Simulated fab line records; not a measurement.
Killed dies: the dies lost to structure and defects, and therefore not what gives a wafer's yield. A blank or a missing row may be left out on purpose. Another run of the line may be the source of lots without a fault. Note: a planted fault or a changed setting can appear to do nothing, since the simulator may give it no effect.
Which tool was responsible? -- flow nandHarc -- 23 lots, 69 wafers sampled, at 6 steps of a route of 1302

== WHAT THE GAUGES SHOWED, per wafer ==
Not one reading of a measure or inspect step in the record can be checked against a usual standard deviation.

== EACH LOT AND THE TOOL THAT RAN IT (in order: tool; ch and the chambers of the sampled wafers; start) ==
lot,NHARC_A_STAIRCASE_TRIM_16,NHARC_A_STAIRCASE_TRIM_189,NHARC_A_STAIRCASE_TRIM_191,NHARC_A_STAIRCASE_ETCH_192,NHARC_A_STAIRCASE_TRIM_226,NHARC_A_STAIRCASE_STRIP_238
L074,"rieDiel-01 ch 0,2,3, day 15 14:46 or earlier","rieDiel-04 ch 0,1,2, day 15 14:46 or earlier","rieDiel-04 ch 0,2,3, day 15 14:46 or earlier","rieDiel-04 ch 0,1,2, day 15 14:46 or earlier","rieDiel-04 ch 0,1, day 15 14:46 or earlier","plasmaAsher-02 ch 0,1, day 15 14:46"
L075,"rieDiel-09 ch 0,1, day 16 11:59 or earlier","rieDiel-01 ch 0,2,3, day 16 11:59 or earlier","rieDiel-01 ch 0,2,3, day 16 11:59 or earlier","rieDiel-01 ch 2,3, day 16 11:59 or earlier","rieDiel-09 ch 0,1,3, day 16 11:59 or earlier","plasmaAsher-01 ch 0,1, day 16 11:59"
L076,"rieDiel-01 ch 2,3, day 17 03:59 or earlier","rieDiel-09 ch 0,3, day 17 03:59 or earlier","rieDiel-09 ch 0,2, day 17 03:59 or earlier","rieDiel-09 ch 0,1, day 17 03:59 or earlier","rieDiel-04 ch 1,2, day 17 03:59 or earlier","plasmaAsher-01 ch 0,1, day 17 03:59"
L078,"rieDiel-04 ch 1,2,3, day 18 03:20 or earlier","rieDiel-04 ch 0,2,3, day 18 03:20 or earlier","rieDiel-04 ch 2,3, day 18 03:20 or earlier","rieDiel-04 ch 0,2, day 18 03:20 or earlier","rieDiel-09 ch 2,3, day 18 03:20 or earlier","plasmaAsher-01 ch 0,1, day 18 03:20"
L079,"rieDiel-09 ch 1,3, day 18 04:35 or earlier","rieDiel-04 ch 0,2, day 18 04:35 or earlier","rieDiel-04 ch 0,1,2, day 18 04:35 or earlier","rieDiel-04 ch 2,3, day 18 04:35 or earlier","rieDiel-04 ch 1,2,3, day 18 04:35 or earlier","plasmaAsher-01 ch 1, day 18 04:35"
L080,"rieDiel-01 ch 0,1,3, day 18 05:14 or earlier","rieDiel-04 ch 0,2,3, day 18 05:14 or earlier","rieDiel-04 ch 1,2,3, day 18 05:14 or earlier","rieDiel-04 ch 2,3, day 18 05:14 or earlier","rieDiel-01 ch 1,2,3, day 18 05:14 or earlier","plasmaAsher-01 ch 1, day 18 05:14"
L081,"rieDiel-01 ch 0,1,2, day 19 01:47 or earlier","rieDiel-04 ch 0,3, day 19 01:47 or earlier","rieDiel-04 ch 0,2, day 19 01:47 or earlier","rieDiel-04 ch 0,2,3, day 19 01:47 or earlier","rieDiel-09 ch 0,1,3, day 19 01:47 or earlier","plasmaAsher-01 ch 0,1, day 19 01:47"
L082,"rieDiel-04 ch 0,2,3, day 19 06:53 or earlier","rieDiel-04 ch 0,3, day 19 06:53 or earlier","rieDiel-04 ch 0,3, day 19 06:53 or earlier","rieDiel-04 ch 0,2, day 19 06:53 or earlier","rieDiel-01 ch 0,3, day 19 06:53 or earlier","plasmaAsher-01 ch 0,1, day 19 06:53"
L083,"rieDiel-01 ch 1,2, day 19 16:17 or earlier","rieDiel-01 ch 0,2, day 19 16:17 or earlier","rieDiel-01 ch 1,3, day 19 16:17 or earlier","rieDiel-01 ch 0,2, day 19 16:17 or earlier","rieDiel-09 ch 0,1,2, day 19 16:17 or earlier","plasmaAsher-01 ch 0,1, day 19 16:17"
L085,"rieDiel-09 ch 1,2,3, day 20 14:33 or earlier","rieDiel-09 ch 0,2,3, day 20 14:33 or earlier","rieDiel-09 ch 0,1,2, day 20 14:33 or earlier","rieDiel-09 ch 0,1,3, day 20 14:33 or earlier","rieDiel-09 ch 1,2,3, day 20 14:33 or earlier","plasmaAsher-01 ch 0,1, day 20 14:33"
L084,"rieDiel-01 ch 0,1,3, day 20 14:43 or earlier","rieDiel-09 ch 2,3, day 20 14:43 or earlier","rieDiel-09 ch 0,2,3, day 20 14:43 or earlier","rieDiel-09 ch 2,3, day 20 14:43 or earlier","rieDiel-09 ch 2,3, day 20 14:43 or earlier","plasmaAsher-02 ch 0,1, day 20 14:43"
L086,"rieDiel-01 ch 0,3, day 20 21:53 or earlier","rieDiel-04 ch 0,3, day 20 21:53 or earlier","rieDiel-04 ch 0,1, day 20 21:53 or earlier","rieDiel-04 ch 1,2,3, day 20 21:53 or earlier","rieDiel-09 ch 0,2,3, day 20 21:53 or earlier","plasmaAsher-02 ch 0,1, day 20 21:53"
L087,"rieDiel-09 ch 0,1, day 21 05:35 or earlier","rieDiel-04 ch 1,3, day 21 05:35 or earlier","rieDiel-04 ch 2,3, day 21 05:35 or earlier","rieDiel-04 ch 0,1, day 21 05:35 or earlier","rieDiel-04 ch 2,3, day 21 05:35 or earlier","plasmaAsher-01 ch 0,1, day 21 05:35"
L089,"rieDiel-01 ch 0,1,2, day 22 08:42 or earlier","rieDiel-04 ch 0,2,3, day 22 08:42 or earlier","rieDiel-04 ch 0,1,2, day 22 08:42 or earlier","rieDiel-04 ch 2,3, day 22 08:42 or earlier","rieDiel-09 ch 0,2, day 22 08:42 or earlier","plasmaAsher-02 ch 0,1, day 22 08:42"
L088,"rieDiel-04 ch 0,1,3, day 22 08:50 or earlier","rieDiel-09 ch 0,3, day 22 08:50 or earlier","rieDiel-09 ch 0,1,2, day 22 08:50 or earlier","rieDiel-09 ch 0,2, day 22 08:50 or earlier","rieDiel-09 ch 0,3, day 22 08:50 or earlier","plasmaAsher-01 ch 0,1, day 22 08:50"
L090,"rieDiel-01 ch 0,2, day 22 19:11 or earlier","rieDiel-09 ch 0,1,3, day 22 19:11 or earlier","rieDiel-09 ch 0,3, day 22 19:11 or earlier","rieDiel-09 ch 0,1, day 22 19:11 or earlier","rieDiel-01 ch 1,2,3, day 22 19:11 or earlier","plasmaAsher-02 ch 0,1, day 22 19:11"
L091,"rieDiel-09 ch 0,1,3, day 22 18:47 or earlier","rieDiel-01 ch 0,1,2, day 22 18:47 or earlier","rieDiel-01 ch 0,2,3, day 22 18:47 or earlier","rieDiel-01 ch 0,1,3, day 22 18:47 or earlier","rieDiel-01 ch 0,2,3, day 22 18:47 or earlier","plasmaAsher-02 ch 0,1, day 22 18:47"
L092,"rieDiel-04 ch 1,2, day 23 09:14 or earlier","rieDiel-01 ch 1,3, day 23 09:14 or earlier","rieDiel-01 ch 0,1, day 23 09:14 or earlier","rieDiel-01 ch 0,3, day 23 09:14 or earlier","rieDiel-09 ch 1,3, day 23 09:14 or earlier","plasmaAsher-01 ch 0,1, day 23 09:14"
L094,"rieDiel-09 ch 0,2,3, day 24 06:11 or earlier","rieDiel-01 ch 0,2,3, day 24 06:11 or earlier","rieDiel-01 ch 1,2,3, day 24 06:11 or earlier","rieDiel-01 ch 1,2,3, day 24 06:11 or earlier","rieDiel-01 ch 0,2,3, day 24 06:11 or earlier","plasmaAsher-02 ch 0,1, day 24 06:11"
L093,"rieDiel-09 ch 0,1, day 24 06:11 or earlier","rieDiel-09 ch 0,1,3, day 24 06:11 or earlier","rieDiel-09 ch 0,1,2, day 24 06:11 or earlier","rieDiel-09 ch 0,1,2, day 24 06:11 or earlier","rieDiel-01 ch 0,2, day 24 06:11 or earlier","plasmaAsher-01 ch 0,1, day 24 06:11"
L095,"rieDiel-09 ch 0,1, day 25 01:00 or earlier","rieDiel-04 ch 0,1,3, day 25 01:00 or earlier","rieDiel-04 ch 0,3, day 25 01:00 or earlier","rieDiel-04 ch 0,1,3, day 25 01:00 or earlier","rieDiel-09 ch 0,3, day 25 01:00 or earlier","plasmaAsher-02 ch 0,1, day 25 01:00"
L096,"rieDiel-01 ch 1,2, day 25 04:02 or earlier","rieDiel-01 ch 0,2,3, day 25 04:02 or earlier","rieDiel-01 ch 0,1,3, day 25 04:02 or earlier","rieDiel-01 ch 1,2,3, day 25 04:02 or earlier","rieDiel-04 ch 0,1, day 25 04:02 or earlier","plasmaAsher-02 ch 0,1, day 25 04:02"
L097,"rieDiel-04 ch 0,1, day 25 05:47 or earlier","rieDiel-09 ch 2,3, day 25 05:47 or earlier","rieDiel-09 ch 0,2, day 25 05:47 or earlier","rieDiel-09 ch 2,3, day 25 05:47 or earlier","rieDiel-09 ch 0,3, day 25 05:47 or earlier","plasmaAsher-01 ch 0,1, day 25 05:47"
- NHARC_A_STAIRCASE_TRIM_16: chemistry O2, time 211.2 s.
- NHARC_A_STAIRCASE_TRIM_189: chemistry O2, time 211.2 s.
- NHARC_A_STAIRCASE_TRIM_191: chemistry O2, time 211.2 s.
- NHARC_A_STAIRCASE_ETCH_192: etches the open film in C4F8/O2, target depth 100 nm, time 40.5 s.
- NHARC_A_STAIRCASE_TRIM_226: chemistry O2, time 211.2 s.
- NHARC_A_STAIRCASE_STRIP_238: strips in O2.

== WHAT THE TOOLS THEMSELVES READ (means of the sampled wafers that have a number; where no wafer has one, the mark that the record gives instead) ==
NHARC_A_STAIRCASE_TRIM_16.
lot,tool,drypumpMotorCurrentA (A),oesProductAu (a.u.),rfVppV (V),showerheadPlenumPTorr (Torr),throttleValvePct (%)
L074,rieDiel-01,6.0,0.998,57.7,3.43,17.036
L075,rieDiel-09,5.3,0.996,57.1,3.55,17.033
L076,rieDiel-01,6.2,0.999,57.9,3.44,17.034
L078,rieDiel-04,5.8,1.001,57.3,3.66,17.035
L079,rieDiel-09,5.4,1.000,57.2,3.66,17.036
L080,rieDiel-01,5.8,0.995,57.3,3.33,17.039
L081,rieDiel-01,5.5,0.993,56.8,3.40,17.029
L082,rieDiel-04,5.7,1.004,58.1,3.61,17.030
L083,rieDiel-01,5.3,0.989,57.6,3.41,17.041
L085,rieDiel-09,5.4,1.014,58.0,3.57,17.039
L084,rieDiel-01,5.9,0.994,56.8,3.32,17.046
L086,rieDiel-01,6.1,1.006,57.9,3.31,17.035
L087,rieDiel-09,5.3,1.011,57.7,3.59,17.030
L089,rieDiel-01,5.5,1.005,58.1,3.39,17.045
L088,rieDiel-04,5.8,0.993,57.7,3.61,17.026
L090,rieDiel-01,5.7,0.994,57.8,3.38,17.047
L091,rieDiel-09,5.4,1.008,57.7,3.59,17.032
L092,rieDiel-04,5.5,1.001,58.3,3.57,17.033
L094,rieDiel-09,5.4,1.005,57.7,3.50,17.038
L093,rieDiel-09,5.3,1.007,57.1,3.58,17.026
L095,rieDiel-09,5.3,1.005,57.8,3.57,17.037
L096,rieDiel-01,5.3,1.005,57.2,3.38,17.038
L097,rieDiel-04,5.5,0.992,57.0,3.49,17.034

NHARC_A_STAIRCASE_TRIM_189.
lot,tool,drypumpMotorCurrentA (A),oesProductAu (a.u.),rfVppV (V),showerheadPlenumPTorr (Torr),throttleValvePct (%)
L074,rieDiel-04,5.5,1.000,57.9,3.56,17.037
L075,rieDiel-01,5.9,0.999,58.0,3.42,17.053
L076,rieDiel-09,5.2,0.999,57.6,3.54,17.039
L078,rieDiel-04,5.7,1.000,58.0,3.62,17.028
L079,rieDiel-04,5.4,1.006,57.9,3.51,17.040
L080,rieDiel-04,5.7,1.002,58.6,3.62,17.038
L081,rieDiel-04,6.0,0.998,57.9,3.69,17.035
L082,rieDiel-04,5.7,1.000,57.8,3.57,17.039
L083,rieDiel-01,5.6,0.997,57.6,3.50,17.036
L085,rieDiel-09,5.4,1.010,57.4,3.50,17.034
L084,rieDiel-09,5.4,1.013,58.2,3.57,17.030
L086,rieDiel-04,5.7,1.005,58.4,3.56,17.034
L087,rieDiel-04,6.1,1.006,58.6,3.72,17.047
L089,rieDiel-04,5.7,0.995,57.7,3.60,17.033
L088,rieDiel-09,5.2,1.003,58.6,3.52,17.033
L090,rieDiel-09,5.3,1.008,58.7,3.59,17.035
L091,rieDiel-01,5.5,1.006,57.8,3.39,17.034
L092,rieDiel-01,5.7,0.997,57.5,3.31,17.027
L094,rieDiel-01,6.0,0.989,58.0,3.39,17.029
L093,rieDiel-09,5.3,1.002,57.7,3.58,17.033
L095,rieDiel-04,5.8,0.999,57.0,3.60,17.035
L096,rieDiel-01,6.0,0.992,57.5,3.57,17.022
L097,rieDiel-09,5.5,1.008,58.0,3.48,17.030

NHARC_A_STAIRCASE_TRIM_191.
lot,tool,drypumpMotorCurrentA (A),oesProductAu (a.u.),rfVppV (V),showerheadPlenumPTorr (Torr),throttleValvePct (%)
L074,rieDiel-04,5.7,0.988,57.9,3.45,17.033
L075,rieDiel-01,6.0,1.001,57.6,3.42,17.032
L076,rieDiel-09,5.5,1.005,57.6,3.43,17.042
L078,rieDiel-04,6.0,0.999,57.6,3.73,17.037
L079,rieDiel-04,5.5,0.994,58.2,3.55,17.032
L080,rieDiel-04,5.8,0.998,58.6,3.66,17.034
L081,rieDiel-04,5.4,1.001,57.6,3.54,17.040
L082,rieDiel-04,6.0,1.004,57.5,3.68,17.033
L083,rieDiel-01,5.7,0.998,56.7,3.33,17.027
L085,rieDiel-09,5.4,1.003,57.6,3.51,17.031
L084,rieDiel-09,5.4,0.999,57.7,3.50,17.042
L086,rieDiel-04,5.7,1.006,57.8,3.54,17.040
L087,rieDiel-04,6.0,0.999,57.8,3.72,17.043
L089,rieDiel-04,5.5,0.999,57.3,3.53,17.031
L088,rieDiel-09,5.4,1.009,58.0,3.50,17.027
L090,rieDiel-09,5.3,1.008,57.6,3.52,17.045
L091,rieDiel-01,5.9,1.003,57.1,3.40,17.035
L092,rieDiel-01,5.4,0.991,57.4,3.29,17.036
L094,rieDiel-01,5.8,0.996,57.6,3.40,17.030
L093,rieDiel-09,5.4,1.009,58.1,3.50,17.031
L095,rieDiel-04,6.0,1.000,57.8,3.66,17.034
L096,rieDiel-01,5.9,0.989,57.2,3.48,17.029
L097,rieDiel-09,5.3,1.005,57.4,3.43,17.040

NHARC_A_STAIRCASE_ETCH_192.
lot,tool,oesProductAu (a.u.),rfVppV (V)
L074,rieDiel-04,0.950,897
L075,rieDiel-01,0.946,896
L076,rieDiel-09,0.934,898
L078,rieDiel-04,0.943,897
L079,rieDiel-04,0.940,902
L080,rieDiel-04,0.926,902
L081,rieDiel-04,0.943,899
L082,rieDiel-04,0.944,896
L083,rieDiel-01,0.941,894
L085,rieDiel-09,0.942,897
L084,rieDiel-09,0.951,894
L086,rieDiel-04,0.945,900
L087,rieDiel-04,0.927,894
L089,rieDiel-04,0.943,902
L088,rieDiel-09,0.951,892
L090,rieDiel-09,0.950,898
L091,rieDiel-01,0.932,888
L092,rieDiel-01,0.950,888
L094,rieDiel-01,0.939,891
L093,rieDiel-09,0.953,894
L095,rieDiel-04,0.919,898
L096,rieDiel-01,0.938,890
L097,rieDiel-09,0.942,898

NHARC_A_STAIRCASE_TRIM_226.
lot,tool,drypumpMotorCurrentA (A),oesProductAu (a.u.),rfVppV (V),showerheadPlenumPTorr (Torr),throttleValvePct (%)
L074,rieDiel-04,5.7,0.994,57.3,3.57,17.048
L075,rieDiel-09,5.3,0.998,58.0,3.61,17.043
L076,rieDiel-04,5.5,1.002,57.4,3.59,17.037
L078,rieDiel-09,5.4,1.004,57.8,3.58,17.038
L079,rieDiel-04,5.8,0.999,57.8,3.66,17.032
L080,rieDiel-01,5.8,0.995,56.4,3.43,17.039
L081,rieDiel-09,5.3,1.003,58.2,3.60,17.035
L082,rieDiel-01,6.0,0.995,56.5,3.31,17.038
L083,rieDiel-09,5.4,1.004,57.5,3.51,17.034
L085,rieDiel-09,5.4,1.007,58.1,3.57,17.041
L084,rieDiel-09,5.4,1.012,58.2,3.57,17.030
L086,rieDiel-09,5.4,1.004,57.9,3.50,17.039
L087,rieDiel-04,5.7,1.000,58.1,3.64,17.028
L089,rieDiel-09,5.5,1.006,57.9,3.42,17.037
L088,rieDiel-09,5.3,1.007,58.5,3.59,17.040
L090,rieDiel-01,5.8,0.995,56.6,3.41,17.026
L091,rieDiel-01,5.9,0.988,57.4,3.40,17.041
L092,rieDiel-09,5.3,1.006,57.9,3.64,17.042
L094,rieDiel-01,6.0,1.003,57.0,3.39,17.039
L093,rieDiel-01,5.6,0.992,57.7,3.47,17.039
L095,rieDiel-09,5.2,1.012,57.3,3.50,17.031
L096,rieDiel-04,5.5,0.990,56.9,3.48,17.043
L097,rieDiel-09,5.3,1.003,57.6,3.57,17.029

NHARC_A_STAIRCASE_STRIP_238.
lot,tool,drypumpMotorCurrentA (A),heaterPowerW (W)
L074,plasmaAsher-02,6.3,359
L075,plasmaAsher-01,5.6,402
L076,plasmaAsher-01,5.7,389
L078,plasmaAsher-01,5.6,397
L079,plasmaAsher-01,5.8,377
L080,plasmaAsher-01,5.8,377
L081,plasmaAsher-01,5.7,392
L082,plasmaAsher-01,5.7,387
L083,plasmaAsher-01,5.6,405
L085,plasmaAsher-01,5.6,386
L084,plasmaAsher-02,6.0,344
L086,plasmaAsher-02,6.0,343
L087,plasmaAsher-01,5.7,392
L089,plasmaAsher-02,6.2,350
L088,plasmaAsher-01,5.6,397
L090,plasmaAsher-02,6.3,353
L091,plasmaAsher-02,6.2,355
L092,plasmaAsher-01,5.7,382
L094,plasmaAsher-02,6.3,356
L093,plasmaAsher-01,5.7,382
L095,plasmaAsher-02,6.3,360
L096,plasmaAsher-02,6.0,339
L097,plasmaAsher-01,5.7,380

== THE ANSWER, worked out from the rows above alone ==
Rule: the usual values come from the lots themselves. The widest of any qualifying gaps counts: lots, ordered by their means at a reading, are off when they make up no more than a third of the lots, leave a main group of 4 or more, and stand apart from it by 3 or more times the standard deviation of that group's means. If all means in a main group match to the digits the tables above print for the reading, that group is not used. A lot without any number at a reading at which 4 lots or more have one is off too. Where the step has rows for the other lots, those lots are counted as sound. After the gauges, taken in route order, come the tools' own readings; for these a lot's mean is taken, as printed above. The first step at which some lot is off is used, and at that step the reading that is off furthest; a lot without a number counts as furthest.
No lot is off at any reading shown: from this, nothing can be told.

== WHAT WAS PUT IN BY THE SIMULATOR ==
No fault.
